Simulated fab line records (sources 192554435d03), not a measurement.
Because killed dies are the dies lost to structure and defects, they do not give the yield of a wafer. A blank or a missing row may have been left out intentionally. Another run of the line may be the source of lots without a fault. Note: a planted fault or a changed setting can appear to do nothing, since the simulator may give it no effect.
A lot that was struck, set against a sound lot :: flow n5Finfet :: 44 steps out of a route of 1938
Sound: wafers L816.1, L816.3, L816.4. Wafers struck: L810.3, L810.5, L810.6. Last of all comes the cause.
At each step with rows: each side's tool, then ch and its chambers, then its first start. Under that, the readings that differ: sound wafers :: struck wafers :: difference of the means :: sigmas: that difference in standard deviations of wafers without a fault.
alike: words and numbers the same on both sides, and readings whose means are apart by under 2 such deviations; not compared: readings that were withheld, readings missing a value for some wafer, numbers with overlapping values and no deviation given by the record, and bounds like >300 which may hide the same value.
The two part at a step that has a row with sigmas, a row that says differs or no value, or rows on one side only. When numbers do not overlap yet have no deviation, they are printed without sigmas and do not part them. A reading that every wafer of one side lacks parts them only if that side has two wafers or more.

first, 4 steps without rows for these wafers: N5_MOL_CONTACT_COAG_CVD_140 (deposits W, target thk 66.5 nm, time 215 s); N5_MOL_CONTACT_COAG_PRECLEAN_127 (cleans in DIW, time 57.5 s); N5_MOL_CONTACT_COAG_SRD_128 (dry time 32 s); N5_MOL_CONTACT_COAG_CMP_52 (polishes, stops on SiO2, t overpolish 1.5 s, target thk 66.5 nm).
N5_MOL_CONTACT_COAG_THK_MEAS_53:
  sound on filmMetro-02, day 11 01:10; struck on filmMetro-02, day 9 09:04
  alike: VIA_MOL_THK
then, 1 step without rows for these wafers: N5_MOL_CONTACT_COAG_ANNEAL_112 (time 1800 s).
N5_MOL_CONTACT_COAG_INSPECT_97: inspects for defects (darkfield).
  sound on defectInspect-02, day 11 04:14; struck on defectInspect-02, day 9 12:10
  alike: rawDefectCount
then, 4 steps without rows for these wafers: N5_BEOL_M0_SAQP_PECVD_00 (deposits SiCN from 3MS/NH3, target thk 8 nm, time 14 s); N5_BEOL_M0_SAQP_ILD_DEP_01 (deposits SiOC from DEMS/O2, target thk 45.419 nm, time 8.7 s); N5_BEOL_M0_SAQP_HM_DEP_02 (deposits TiN, target thk 12 nm); N5_BEOL_M0_SAQP_PECVD_03 (deposits SiCN from 3MS/NH3, target thk 12 nm, time 21.1 s).
N5_BEOL_M0_SAQP_PECVD_96: deposits a-Si from SiH4/He, target thk 45 nm, time 45.2 s.
  sound on pecvd-02 ch 0,2, day 11 05:23; struck on pecvd-01 ch 0,2, day 9 12:54
  no value came back on the struck wafers for any of 6 readings (chamberPressureTorr (Torr), heaterPowerOuterW (W) and others); on the sound wafers chamberPressureTorr (Torr) reads 3.002 3.012 2.995
then, 1 step without rows for these wafers: N5_BEOL_M0_SAQP_PECVD_97 (deposits SiNx from SiH4/NH3/N2, target thk 23 nm, time 19.9 s).
N5_BEOL_M0_SAQP_PECVD_04: deposits a-Si from SiH4/He, target thk 60 nm, time 60.2 s.
  sound on pecvd-02 ch 0,2, day 11 05:31; struck on pecvd-01 ch 0,2, day 9 12:59
  alike: chamberPressureTorr, heaterPowerOuterW, heaterPowerW, showerheadPlenumPTorr, susceptorTempC, throttleValvePct
N5_BEOL_M0_SAQP_THK_MEAS_05:
  sound on filmMetro-02, day 11 05:39; struck on filmMetro-01, day 9 13:05
  alike: thkNm
then, 9 steps without rows for these wafers: N5_BEOL_M0_SAQP_HM_DEP_111 (deposits SiO2 from SiH4/N2O, target thk 12 nm, time 7.2 s); N5_BEOL_M0_SAQP_COAT_81 (time 60 s, resist thk 100 nm); N5_BEOL_M0_SAQP_COAT_82 (time 60 s, resist thk 30 nm); N5_BEOL_M0_SAQP_COAT_08 (resist thk 90 nm); N5_BEOL_M0_SAQP_EBR_10; N5_BEOL_M0_SAQP_SOFTBAKE_09 (time 60 s); N5_BEOL_M0_SAQP_EXPOSE_11 (exposes mask M0 CORE, target cd 42 nm); N5_BEOL_M0_SAQP_PEB_12 (peb time 60 s); N5_BEOL_M0_SAQP_DEVELOP_13 (develop time 30 s).
N5_BEOL_M0_SAQP_CD_MEAS_14: the cd target is 42.5 nm.
  sound on cdSem-01 ch 0, day 11 06:10; struck on cdSem-01 ch 0, day 9 13:34
  alike: cdNm
N5_BEOL_M0_SAQP_OVL_MEAS_15:
  sound on overlay-02 ch 0, day 11 06:11; struck on overlay-02 ch 0, day 9 13:35
  alike: M0_CORE_OVL
N5_BEOL_M0_SAQP_INSPECT_16: inspects for defects (brightfield).
  sound on defectInspect-01, day 11 06:13; struck on defectInspect-01, day 9 13:37
  alike: rawDefectCount
then, 4 steps without rows for these wafers: N5_BEOL_M0_SAQP_DESCUM_19 (chemistry O2, time 7.9 s); N5_BEOL_M0_SAQP_ETCH_83 (etches SiARC in CF4, target depth 39 nm, time 65 s); N5_BEOL_M0_SAQP_ETCH_84 (etches SOC in N2/H2, target depth 100 nm, overetch 20 nm, time 150 s); N5_BEOL_M0_SAQP_STRIP_80 (strips in N2/H2).
N5_BEOL_M0_SAQP_HM_OPEN_112: chemistry CHF3/O2, target SiO2, stops on a-Si, target depth 12 nm, time 13.5 s.
  sound on rieDiel-03 ch 0,1,2, day 11 06:26; struck on rieDiel-03 ch 0,3, day 9 13:50
  alike: O2_flow_sccm, drypumpMotorCurrentA, oesProductAu, rfVppV, showerheadPlenumPTorr, throttleValvePct
  not compared: rfHoursCounterH
then, 1 step without rows for these wafers: N5_BEOL_M0_SAQP_STRIP_113 (strips in CHF3/O2).
N5_BEOL_M0_SAQP_MANDREL_ETCH_20: etches a-Si in HBr/Cl2, stops on SiNx, target depth 60 nm, bt time 10 s, time 30 s.
  sound on rieSi-04 ch 0,1,2, day 11 06:31; struck on rieSi-05 ch 1,2, day 9 13:56
  alike: drypumpMotorCurrentA, oesProductAu, throttleValvePct
  not compared: rfHoursCounterH
then, 3 steps without rows for these wafers: N5_BEOL_M0_SAQP_STRIP_86 (strips in N2/H2); N5_BEOL_M0_SAQP_STRIP_115 (strips in post etch residue remover, time 60 s); N5_BEOL_M0_SAQP_SRD_93 (time 30 s).
N5_BEOL_M0_SAQP_RECESS_114: chemistry HF/NH3, target SiO2, target depth 14.4 nm, afs cycles 3, sublimation time 60 s.
  sound on vaporEtch-01 ch 0,1, day 11 06:45; struck on vaporEtch-01 ch 0,1, day 9 14:17
  alike: drypumpMotorCurrentA
then, 1 step without rows for these wafers: N5_BEOL_M0_SAQP_SPACER1_ALD_98 (deposits SiO2, target thk 12.8 nm, pulse time 1 s, purge time 2 s).
N5_BEOL_M0_SAQP_SPACER1_ETCHBACK_99: etches SiO2 in CHF3/O2, target depth 15.4 nm, time 7.7 s.
  sound on rieDiel-04 ch 0,1,2, day 11 07:52; struck on rieDiel-05 ch 1,2, day 9 15:07
  alike: O2_flow_sccm, drypumpMotorCurrentA, oesProductAu, rfVppV, showerheadPlenumPTorr, throttleValvePct
  not compared: rfHoursCounterH
then, 1 step without rows for these wafers: N5_BEOL_M0_SAQP_MANDREL1_REMOVE_100 (chemistry HBr/Cl2/O2, target a-Si, stops on SiNx, bt time 10 s).
N5_BEOL_M0_SAQP_MANDREL_ETCH_103: etches a-Si in HBr/Cl2, stops on SiCN, target depth 45 nm, bt time 10 s, time 27 s.
  sound on rieSi-05 ch 0,2,3, day 11 08:14; struck on rieSi-05 ch 1,2,3, day 9 15:43
reading: oesProductAu (a.u.)
sound: 0.689 0.712 0.686
struck: 0.286 0.286 0.288
difference: -0.409
sigmas: -34

reading: throttleValvePct (%)
sound: 35.77 35.61 35.69
struck: 36.54 36.70 36.40
difference: +0.86
sigmas: +5

reading: model.etch.depthNm (nm)
sound: 45.61 46.1 45.9
struck: 0 0 0
difference: -46
sigmas: 
  alike: drypumpMotorCurrentA
  not compared: rfHoursCounterH
N5_BEOL_M0_SAQP_MANDREL2_REMOVE_110: chemistry HBr/Cl2/O2, target a-Si, stops on SiCN, bt time 10 s.
  sound on rieSi-02 ch 0,1,2, day 11 09:55; struck on rieSi-05 ch 0,2,3, day 9 17:25
reading: model.BEOL_M0_SAQP.cdNm (nm)
sound: 15 15 15
struck: 12.8 12.6 12.8
difference: -2.3
sigmas: 
  alike: O2_flow_sccm, drypumpMotorCurrentA, oesProductAu, throttleValvePct
  not compared: rfHoursCounterH
N5_BEOL_M0_SAQP_CD_MEAS_29: the cd target is 14.4 nm.
  sound on cdSem-01 ch 0, day 11 10:02; struck on cdSem-01 ch 0, day 9 17:31
reading: cdNm (nm)
sound: 15.04 14.56 14.88
struck: - - -
difference: no value on the struck wafers
sigmas: 

WHERE THEY PART
Last at N5_BEOL_M0_SAQP_CD_MEAS_29 as far as this record goes, first at N5_BEOL_M0_SAQP_PECVD_96.

WHY: what had been put in by the simulator
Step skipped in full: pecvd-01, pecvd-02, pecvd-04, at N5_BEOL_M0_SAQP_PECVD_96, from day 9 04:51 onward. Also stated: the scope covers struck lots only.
